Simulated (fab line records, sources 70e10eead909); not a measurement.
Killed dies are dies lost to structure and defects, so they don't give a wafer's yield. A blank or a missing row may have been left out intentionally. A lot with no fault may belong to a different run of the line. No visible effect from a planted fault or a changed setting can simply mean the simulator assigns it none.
Check for tools in common || flow nand-harc || Sampled: 13 lots, 39 wafers

## REASON FOR OPENING
At NHARC_END_SORT_01 the reading killed-at-periphery is flagged on 3 of 13 lots. No-fault wafers: 3.2, standard deviation 2.2.
Rule: flag the lot when none of its wafers has a number, or when each of its wafers that has one lies beyond 4 standard deviations from that mean. All remaining lots are regarded as sound.

{"lot": "L868", "measured": "day 20 11:44", "on": "prober-02", "killed-at-periphery, wafer by wafer": "3 3 5", "flag": ""}
{"lot": "L869", "measured": "day 20 20:20", "on": "prober-02", "killed-at-periphery, wafer by wafer": "7 2 4", "flag": ""}
{"lot": "L873", "measured": "day 21 02:19", "on": "prober-01", "killed-at-periphery, wafer by wafer": "2 5 9", "flag": ""}
{"lot": "L875", "measured": "day 21 02:30", "on": "prober-02", "killed-at-periphery, wafer by wafer": "662 651 653", "flag": "FLAGGED"}
{"lot": "L871", "measured": "day 21 10:09", "on": "prober-01", "killed-at-periphery, wafer by wafer": "1 4 2", "flag": ""}
{"lot": "L872", "measured": "day 21 10:19", "on": "prober-02", "killed-at-periphery, wafer by wafer": "4 5 4", "flag": ""}
{"lot": "L874", "measured": "day 21 18:05", "on": "prober-01", "killed-at-periphery, wafer by wafer": "4 1 4", "flag": ""}
{"lot": "L877", "measured": "day 22 09:40", "on": "prober-01", "killed-at-periphery, wafer by wafer": "664 669 655", "flag": "FLAGGED"}
{"lot": "L886", "measured": "day 24 09:04", "on": "prober-02", "killed-at-periphery, wafer by wafer": "645 639 631", "flag": "FLAGGED"}
{"lot": "L887", "measured": "day 24 14:30", "on": "prober-02", "killed-at-periphery, wafer by wafer": "1 1 1", "flag": ""}
{"lot": "L888", "measured": "day 24 16:58", "on": "prober-01", "killed-at-periphery, wafer by wafer": "1 1 4", "flag": ""}
{"lot": "L889", "measured": "day 24 22:14", "on": "prober-02", "killed-at-periphery, wafer by wafer": "2 3 1", "flag": ""}
{"lot": "L891", "measured": "day 25 08:32", "on": "prober-02", "killed-at-periphery, wafer by wafer": "4 3 4", "flag": ""}
On average the flagged lots read 652.1, which is +648.9 against the usual, or +99 or more standard deviations.

## LOT BY LOT: THE TOOL USED
Before the reading, the record contains 2 process steps out of a 1159-step route. Every cell lists first the tool, next ch and the chambers used by the sampled wafers, and last the start.
{"lot": "L868", "flag": "", "NHARC_P_M1_PVD_20": "pvd-sputter-03, day 6 23:11 or earlier", "NHARC_P_M2_DEP_00": "pecvd-02 ch 1,2, day 6 23:56"}
{"lot": "L869", "flag": "", "NHARC_P_M1_PVD_20": "pvd-sputter-01, day 7 00:08 or earlier", "NHARC_P_M2_DEP_00": "pecvd-02 ch 0,2, day 7 00:57"}
{"lot": "L873", "flag": "", "NHARC_P_M1_PVD_20": "pvd-sputter-03, day 7 10:44 or earlier", "NHARC_P_M2_DEP_00": "pecvd-04 ch 0,1, day 7 11:31"}
{"lot": "L875", "flag": "FLAGGED", "NHARC_P_M1_PVD_20": "pvd-sputter-02, day 7 17:02 or earlier", "NHARC_P_M2_DEP_00": "pecvd-01 ch 0,1,2, day 7 17:44"}
{"lot": "L871", "flag": "", "NHARC_P_M1_PVD_20": "pvd-sputter-02, day 7 00:27 or earlier", "NHARC_P_M2_DEP_00": "pecvd-04 ch 0,1,2, day 7 01:22"}
{"lot": "L872", "flag": "", "NHARC_P_M1_PVD_20": "pvd-sputter-01, day 7 06:11 or earlier", "NHARC_P_M2_DEP_00": "pecvd-02 ch 1,2, day 7 06:55"}
{"lot": "L874", "flag": "", "NHARC_P_M1_PVD_20": "pvd-sputter-03, day 7 15:43 or earlier", "NHARC_P_M2_DEP_00": "pecvd-01 ch 0,2, day 7 16:25"}
{"lot": "L877", "flag": "FLAGGED", "NHARC_P_M1_PVD_20": "pvd-sputter-02, day 9 01:11 or earlier", "NHARC_P_M2_DEP_00": "pecvd-02 ch 0,1,2, day 9 01:55"}
{"lot": "L886", "flag": "FLAGGED", "NHARC_P_M1_PVD_20": "pvd-sputter-02, day 10 16:10 or earlier", "NHARC_P_M2_DEP_00": "pecvd-02 ch 0,1,2, day 10 17:00"}
{"lot": "L887", "flag": "", "NHARC_P_M1_PVD_20": "pvd-sputter-03, day 10 23:23 or earlier", "NHARC_P_M2_DEP_00": "pecvd-04 ch 0,2, day 11 00:23"}
{"lot": "L888", "flag": "", "NHARC_P_M1_PVD_20": "pvd-sputter-02, day 10 23:50 or earlier", "NHARC_P_M2_DEP_00": "pecvd-02 ch 0,1,2, day 11 00:55"}
{"lot": "L889", "flag": "", "NHARC_P_M1_PVD_20": "pvd-sputter-03, day 11 17:44 or earlier", "NHARC_P_M2_DEP_00": "pecvd-02 ch 1,2, day 11 18:29"}
{"lot": "L891", "flag": "", "NHARC_P_M1_PVD_20": "pvd-sputter-02, day 12 01:07 or earlier", "NHARC_P_M2_DEP_00": "pecvd-02 ch 0,2, day 12 01:49"}
What the steps here do:
- NHARC_P_M1_PVD_20: deposits TaN, target thk 5 nm, time 8.06 s.
- NHARC_P_M2_DEP_00: deposits SiOC, target thk 182.5 nm.
- NHARC_END_SORT_01

## FLAGGED AGAINST TOTAL, ONE TOOL AT A TIME (gauges that did the reading follow at the end)
{"step": "NHARC_P_M1_PVD_20", "tool": "pvd-sputter-01", "lots run": 2, "flagged": 0, "share of the flagged lots": "none", "sound lots run after its first flagged lot": "-"}
{"step": "NHARC_P_M1_PVD_20", "tool": "pvd-sputter-02", "lots run": 6, "flagged": 3, "share of the flagged lots": "all", "sound lots run after its first flagged lot": "2 (L888,L891)"}
{"step": "NHARC_P_M1_PVD_20", "tool": "pvd-sputter-03", "lots run": 5, "flagged": 0, "share of the flagged lots": "none", "sound lots run after its first flagged lot": "-"}
{"step": "NHARC_P_M2_DEP_00", "tool": "pecvd-01", "lots run": 2, "flagged": 1, "share of the flagged lots": "some", "sound lots run after its first flagged lot": 0}
{"step": "NHARC_P_M2_DEP_00", "tool": "pecvd-02", "lots run": 8, "flagged": 2, "share of the flagged lots": "some", "sound lots run after its first flagged lot": "3 (L888,L889,L891)"}
{"step": "NHARC_P_M2_DEP_00", "tool": "pecvd-04", "lots run": 3, "flagged": 0, "share of the flagged lots": "none", "sound lots run after its first flagged lot": "-"}
{"step": "NHARC_END_SORT_01", "tool": "prober-01", "lots run": 5, "flagged": 1, "share of the flagged lots": "some", "sound lots run after its first flagged lot": "1 (L888)"}
{"step": "NHARC_END_SORT_01", "tool": "prober-02", "lots run": 8, "flagged": 2, "share of the flagged lots": "some", "sound lots run after its first flagged lot": "4 (L872,L887,L889,L891)"}
Because NHARC_P_M1_PVD_20 lacks a start for some lots, the hours and order of its lots are taken from NHARC_P_M1_THK_MEAS_24.

## THE TABLE: WHAT IT ALLOWS
Rows of the table that ran each flagged lot: 1, that is pvd-sputter-02 at NHARC_P_M1_PVD_20.
- pvd-sputter-02 at NHARC_P_M1_PVD_20 ran 6 lots, 3 of them flagged. Sound lots followed the first flagged one (L888, L891) on it, something a lasting fault affecting the whole tool could not allow.
No row of the table ran every flagged lot and no sound lot after the first.

## WHAT THE SIMULATOR HAD INSERTED
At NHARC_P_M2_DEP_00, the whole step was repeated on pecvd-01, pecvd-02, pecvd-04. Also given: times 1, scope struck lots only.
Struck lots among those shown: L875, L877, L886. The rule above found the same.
